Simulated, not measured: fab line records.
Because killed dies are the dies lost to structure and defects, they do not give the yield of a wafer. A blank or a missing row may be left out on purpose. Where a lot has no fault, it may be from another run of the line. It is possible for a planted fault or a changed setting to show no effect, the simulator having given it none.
Comparing a struck lot with a sound one || flow n5Finfet || 37 out of 1938 route steps
Sound: the wafers L950.1, L950.5, L950.6. Struck: wafer L963.5. (L963.1, L963.4 of the same lot were not struck and are left out.) The cause comes at the end.
At each step with rows: each side's tool, then ch and its chambers, then its first start. Under that, the readings that differ: sound wafers || struck wafers || difference of the means || sigmas: that difference in standard deviations of wafers without a fault.
alike: same words and numbers on both sides, and readings whose means sit less than 2 such deviations apart. not compared: any withheld reading, any reading some wafer has no value for, any bound like >300 that may hide the same value, and any number with overlapping values for which the record gives no deviation.
A row with sigmas, a row that says differs or no value, or rows on one side alone: a step with any of these is where the two part. Numbers that have no deviation but don't overlap get no sigmas and don't part them. A reading missing from all wafers of one side parts the sides only when that side holds two or more wafers.

first, 9 steps without rows for these wafers: N5_MOL_CONTACT_COAG_COAT_02 (resist thk 30 nm); N5_MOL_CONTACT_COAG_EBR_04; N5_MOL_CONTACT_COAG_SOFTBAKE_03 (time 60 s); N5_MOL_CONTACT_COAG_EXPOSE_05 (exposes mask CA, defocus 0 nm); N5_MOL_CONTACT_COAG_PEB_06 (peb time 60 s); N5_MOL_CONTACT_COAG_DEVELOP_07 (develop time 30 s); N5_MOL_CONTACT_COAG_DESCUM_13 (chemistry O2, time 7 s); N5_MOL_CONTACT_COAG_ETCH_59 (etches underlayer in N2/H2, target depth 13 nm, time 10.4 s); N5_MOL_CONTACT_COAG_ETCH_105 (etches SiARC in CF4, target depth 15.6 nm, time 26 s).
N5_MOL_CONTACT_COAG_ETCH_106: etches SOC in N2/H2, target depth 80 nm, overetch 16 nm, time 120 s.
  sound on rieDiel-05 ch 0,1, day 5 09:28; struck on rieDiel-05 ch 1, day 8 14:58
{"reading": "rfFwdPowerW (W)", "sound": "838.7 833.5 835.3", "struck": 634.5, "difference": -201.3, "sigmas": -81}
{"reading": "rfVppV (V)", "sound": "526.4 527.3 520.9", "struck": 577.4, "difference": "+52.5", "sigmas": "+25"}
{"reading": "model.etch.depthNm (nm)", "sound": "80.19 80.2 80.11", "struck": 76.86, "difference": -3.31, "sigmas": ""}
{"reading": "model.SiARC_of_MOL_CONTACT_COAG_COAT_104.thkNm (nm)", "sound": "6.4 6.2 6.6", "struck": 7.2, "difference": "+0.8", "sigmas": ""}
{"reading": "model.MOL_CONTACT_COAG.cdOffsetNm (nm)", "sound": "0.2 0.2 0", "struck": -0.6, "difference": -0.7, "sigmas": ""}
  alike: chamberPressureMTorr, drypumpMotorCurrentA, h2FlowSccm, n2FlowSccm, oesProductAu, showerheadPlenumPTorr, throttleValvePct
  not compared: rfHoursCounterH
then, 5 steps without rows for these wafers: N5_MOL_CONTACT_COAG_STRIP_107 (strips in N2/H2); N5_MOL_CONTACT_COAG_STRIP_108 (strips in N2/H2); N5_MOL_CONTACT_COAG_CONTACT_ETCH_14 (etches SiO2 in C4F6/O2, target depth 27.5 nm, overetch 8.5 nm, time 20 s); N5_MOL_CONTACT_COAG_STRIP_109 (strips in C4F6/O2); N5_MOL_CONTACT_COAG_ETCH_15 (etches SiNx in CH3F/O2, stops on Si:P, target depth 7 nm).
N5_MOL_CONTACT_COAG_ETCH_110: etches Si in CF4/O2, target depth 2.5 nm, time 8 s.
  sound on rieDiel-05 ch 0,1, day 5 09:39; struck on rieDiel-05 ch 1, day 8 15:09
{"reading": "model.MOL_CONTACT_COAG.cdOffsetNm (nm)", "sound": "0 0.2 0", "struck": -0.4, "difference": -0.5, "sigmas": ""}
  alike: cf4FlowSccm, chamberPressureMTorr, drypumpMotorCurrentA, oesProductAu, rfFwdPowerW, rfVppV, showerheadPlenumPTorr, throttleValvePct
  not compared: rfHoursCounterH
then, 19 steps without rows for these wafers: N5_MOL_CONTACT_COAG_STRIP_98 (strips in N2/H2); N5_MOL_CONTACT_COAG_IMPLANT_129; N5_MOL_CONTACT_COAG_PRECLEAN_111 (cleans in NF3:NH3, afs cycles 1, time 20 s, sublimation time 60 s); N5_MOL_CONTACT_COAG_TI_SIL_19 (material Ti, target thk 4.2 nm, time 15 s); N5_MOL_CONTACT_COAG_ALD_20 (deposits TiN, target thk 1.5 nm, pulse time 1 s, purge time 3 s); N5_MOL_CONTACT_COAG_SIL_ANNEAL_21 (time 60 s); N5_MOL_CONTACT_COAG_PRE_CLEAN_141 (time 60 s); N5_MOL_CONTACT_COAG_SPUTTER_143 (material Co, target thk 2.5 nm); N5_MOL_CONTACT_COAG_CO_FILL_22 (material Co, precursor CCTBA/H2, target thk 20 nm); N5_MOL_CONTACT_COAG_ANNEAL_113 (time 300 s); N5_MOL_CONTACT_COAG_PRE_CLEAN_142 (time 60 s); N5_MOL_CONTACT_COAG_SPUTTER_130 (material Co, target thk 47.5 nm); N5_MOL_CONTACT_COAG_PRECLEAN_125 (cleans in DIW, time 57.5 s); N5_MOL_CONTACT_COAG_SRD_126 (dry time 32 s); N5_MOL_CONTACT_COAG_CMP_23 (polishes, stops on SiO2, t overpolish 1.5 s, target thk 0 nm); N5_MOL_CONTACT_COAG_WET_ETCH_26 (target Co, target depth 13 nm); N5_MOL_CONTACT_COAG_WET_ETCH_116 (etches the open film in SC1-inhibited, target depth 4.6 nm, rinse time 30 s); N5_MOL_CONTACT_COAG_ALD_27 (deposits SiOC, target thk 17 nm, pulse time 1.5 s, time 2720 s); N5_MOL_CONTACT_COAG_CMP_28 (polishes, stops on SiNx, t overpolish 0.85 s, target thk 14.522 nm).
-- here the record skips 3 days between the struck wafers' starts before and after, leaving off in module MOL_CONTACT_COAG and picking up in module BEOL_M4 (first step shown: number 1111 of the route) --
N5_BEOL_M4_RC_MEAS_101:
  sound on prober-02 ch 0, day 8 15:33; struck on prober-01 ch 0, day 12 01:26
{"reading": "RC_DENSE_N (ohm.um)", "sound": "18.9 19.1 19.0", "struck": 20.2, "difference": "+1.2", "sigmas": "+4"}
{"reading": "RC_DENSE_P (ohm.um)", "sound": "23.6 23.9 23.8", "struck": 25.4, "difference": "+1.6", "sigmas": "+4"}
{"reading": "RC_N (ohm.um)", "sound": "15.48 15.69 15.60", "struck": 16.45, "difference": "+0.86", "sigmas": "+3"}
{"reading": "RC_P (ohm.um)", "sound": "19.3 19.4 19.4", "struck": 20.7, "difference": "+1.3", "sigmas": "+4"}
  alike: DIBL_N, DIBL_P, IOFF_N, IOFF_P, ION_N, ION_P, SS_N, SS_P, VT_N, VT_P
-- record jumps: 4 days separate the struck wafers' starts on either side; left off in module BEOL_M4, taken up again in module PASSIVATION, whose first shown step is the route's number 1936 --
N5_PASSIVATION_PROBE_49:
  sound on prober-02 at day 12 21:32; struck on prober-02 at day 16 11:56
{"reading": "defectLimitedYield (%)", "sound": "89.5 91.1 90.3", "struck": 67.0, "difference": -23.3, "sigmas": -17}
{"reading": "killedAtContacts", "sound": "12 7 18", "struck": 332, "difference": "+320", "sigmas": "+52"}
{"reading": "killedDies", "sound": "124 105 114", "struck": 389, "difference": "+275", "sigmas": "+17"}
{"reading": "killedOnRim", "sound": "15 18 13", "struck": 27, "difference": "+12", "sigmas": "+3"}
{"reading": "killedOpen", "sound": "86 77 80", "struck": 42, "difference": -39, "sigmas": -3}
{"reading": "sort_bin_5_function (%)", "sound": "6.4 5.7 5.6", "struck": 30.5, "difference": "+24.6", "sigmas": "+26"}
{"reading": "sort_bin_6_memory (%)", "sound": "3.7 2.9 3.7", "struck": 1.9, "difference": -1.5, "sigmas": -2}
{"reading": "sortNPass", "sound": "1056 1075 1066", "struck": 791, "difference": -275, "sigmas": -17}
{"reading": "sortYieldPct (%)", "sound": "89.5 91.1 90.3", "struck": 67.0, "difference": -23.3, "sigmas": -17}
  alike: killed_at_M0_to_M3, killed_at_M4_up, killedAtFrontEnd, killedAtOther, killedShort

## WHERE THEY PART
Earliest at N5_MOL_CONTACT_COAG_ETCH_106; latest, in this record, at N5_PASSIVATION_PROBE_49.

WHY: what the simulator had put in
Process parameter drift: rieDiel-05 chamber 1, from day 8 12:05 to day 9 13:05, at N5_MOL_CONTACT_COAG_ETCH_106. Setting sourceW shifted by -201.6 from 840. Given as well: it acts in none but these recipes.
